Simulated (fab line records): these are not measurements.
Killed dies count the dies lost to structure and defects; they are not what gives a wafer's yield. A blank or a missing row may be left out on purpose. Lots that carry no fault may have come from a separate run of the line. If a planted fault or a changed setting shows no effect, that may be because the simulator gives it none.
Comparing a struck lot with a sound one + flow n5_finfet + 16 out of 1938 route steps
Sound: these wafers, L546.4, L546.5, L546.6. Wafers struck: L555.2, L555.4, L555.5. The cause is given at the end.
Order at every step that has rows: each side's tool, ch and its chambers, its first start. Under that, the readings that differ: sound wafers + struck wafers + difference of the means + sigmas: that difference in standard deviations of wafers without a fault.
alike: readings whose means differ by less than 2 such deviations, and words and numbers that are the same on both sides. not compared: withheld readings, readings that some wafer has no value for, bounds like >300 that may hide the same value, and numbers for which the record gives no deviation and whose values overlap.
Wherever a step has rows on one side only, a row that says differs or no value, or a row with sigmas, the two part there. Non-overlapping numbers with no deviation appear without sigmas and do not part them. A reading that every wafer of one side lacks parts them only if that side has two wafers or more.

first, 4 steps without rows for these wafers: N5_BEOL_M11_SOFTBAKE_06 (time 60 s); N5_BEOL_M11_EXPOSE_08 (exposes mask M11); N5_BEOL_M11_PEB_09 (peb time 60 s); N5_BEOL_M11_DEVELOP_10 (develop time 30 s).
N5_BEOL_M11_CD_MEAS_11 targets a cd of 64.1 nm.
  sound on cd_sem-03 ch 0, day 13 07:53; struck on cd_sem-02 ch 0, day 15 17:58
  alike: cd_nm
N5_BEOL_M11_OVL_MEAS_12:
  sound on overlay-01 ch 0, day 13 07:55; struck on overlay-01 ch 0, day 15 17:59
  alike: M11_OVL
N5_BEOL_M11_INSPECT_13: inspects for defects (brightfield).
  sound: defect_inspect-01 at day 13 07:56; struck: defect_inspect-01 at day 15 18:01
  alike: raw_defect_count
N5_BEOL_M11_DESCUM_16: chemistry O2, time 7.9 s.
  sound on rie_diel-02 ch 1,2,3, day 13 07:58; struck on rie_diel-05 ch 0,3, day 15 18:03
| reading               | sound          | struck         | difference | sigmas |
|-----------------------|----------------|----------------|------------|--------|
| oes_product_au (a.u.) | 0.70 0.71 0.73 | 0.89 0.95 0.95 | +0.22      | +2     |
  alike: drypump_motor_current_A, rf_vpp_V, showerhead_plenum_p_Torr, throttle_valve_pct
  not compared: rf_hours_counter_h
N5_BEOL_M11_ETCH_61: etches SiARC in CF4, target depth 39 nm, time 65 s.
  sound on rie_diel-02 ch 1,2,3, day 13 08:00; struck on rie_diel-05 ch 0,3, day 15 18:05
| reading               | sound          | struck         | difference | sigmas |
|-----------------------|----------------|----------------|------------|--------|
| oes_product_au (a.u.) | 0.59 0.59 0.62 | 0.76 0.79 0.80 | +0.18      | +2     |
  alike: drypump_motor_current_A, etch_rf_on_time_s, rf_vpp_V, showerhead_plenum_p_Torr, throttle_valve_pct
  not compared: rf_hours_counter_h
N5_BEOL_M11_ETCH_62: etches SOC in N2/H2, target depth 110 nm, overetch 22 nm, time 165 s.
  sound on rie_diel-02 ch 1,2,3, day 13 08:03; struck on rie_diel-05 ch 0,3, day 15 18:08
| reading               | sound          | struck         | difference | sigmas |
|-----------------------|----------------|----------------|------------|--------|
| oes_product_au (a.u.) | 0.60 0.60 0.63 | 0.75 0.79 0.80 | +0.17      | +2     |
  alike: drypump_motor_current_A, h2_flow_sccm, rf_vpp_V, showerhead_plenum_p_Torr, throttle_valve_pct
  not compared: rf_hours_counter_h
then, 1 step without rows for these wafers: N5_BEOL_M11_STRIP_68 (strips in N2/H2).
N5_BEOL_M11_STRIP_67: strips in CF4.
  sound on rie_diel-02 ch 1,2,3, day 13 08:12; struck on rie_diel-05 ch 0,3, day 15 18:17
| reading               | sound          | struck         | difference | sigmas |
|-----------------------|----------------|----------------|------------|--------|
| oes_product_au (a.u.) | 0.71 0.71 0.74 | 0.88 0.94 0.94 | +0.20      | +2     |
  alike: drypump_motor_current_A, rf_vpp_V, showerhead_plenum_p_Torr, throttle_valve_pct
  not compared: rf_hours_counter_h
N5_BEOL_M11_HM_OPEN_17: chemistry Cl2/BCl3, target TiN, target depth 20 nm, overetch 6 nm.
  sound on rie_metal-03 ch 0,1, day 13 08:16; struck on rie_metal-01 ch 0,1, day 15 18:19
  no value came back on the struck wafers for any of 5 readings (bcl3_flow_sccm (sccm), bias_w (W) and others); on the sound wafers bcl3_flow_sccm (sccm) reads 21.74 21.73 21.82
| reading                                   | sound          | struck       | difference | sigmas |
|-------------------------------------------|----------------|--------------|------------|--------|
| model.SOC_of_BEOL_M11_COAT_59.thk_nm (nm) | 92.4 92.4 92.2 | 100 100 99.8 | +8         |        |
  not compared: rf_hours_counter_h
N5_BEOL_M11_STRIP_19: strips in O2.
  sound on rie_diel-03 ch 1,2, day 13 08:21; struck on rie_diel-02 ch 1,2, day 15 18:26
| reading                | sound             | struck            | difference | sigmas |
|------------------------|-------------------|-------------------|------------|--------|
| oes_product_au (a.u.)  | 0.88 0.89 0.95    | 0.69 0.69 0.72    | -0.21      | -2     |
| throttle_valve_pct (%) | 16.15 16.16 16.18 | 16.70 16.72 16.88 | +0.60      | +3     |
  alike: drypump_motor_current_A, rf_vpp_V, showerhead_plenum_p_Torr
  not compared: rf_hours_counter_h
N5_BEOL_M11_CD_MEAS_18: pitch 140 nm, target cd 70 nm.
  sound: cd_sem-01 at day 13 08:26; struck: cd_sem-02 at day 15 18:30
| reading    | sound          | struck | difference                    | sigmas |
|------------|----------------|--------|-------------------------------|--------|
| cd_nm (nm) | 70.8 69.6 69.2 | - - -  | no value on the struck wafers |        |
then, 1 step without rows for these wafers: N5_BEOL_M11_COAT_63 (time 60 s, resist thk 100 nm).

WHERE THEY PART
Earliest at N5_BEOL_M11_DESCUM_16; latest, in this record, at N5_BEOL_M11_CD_MEAS_18.

WHY: whatever the simulator had introduced
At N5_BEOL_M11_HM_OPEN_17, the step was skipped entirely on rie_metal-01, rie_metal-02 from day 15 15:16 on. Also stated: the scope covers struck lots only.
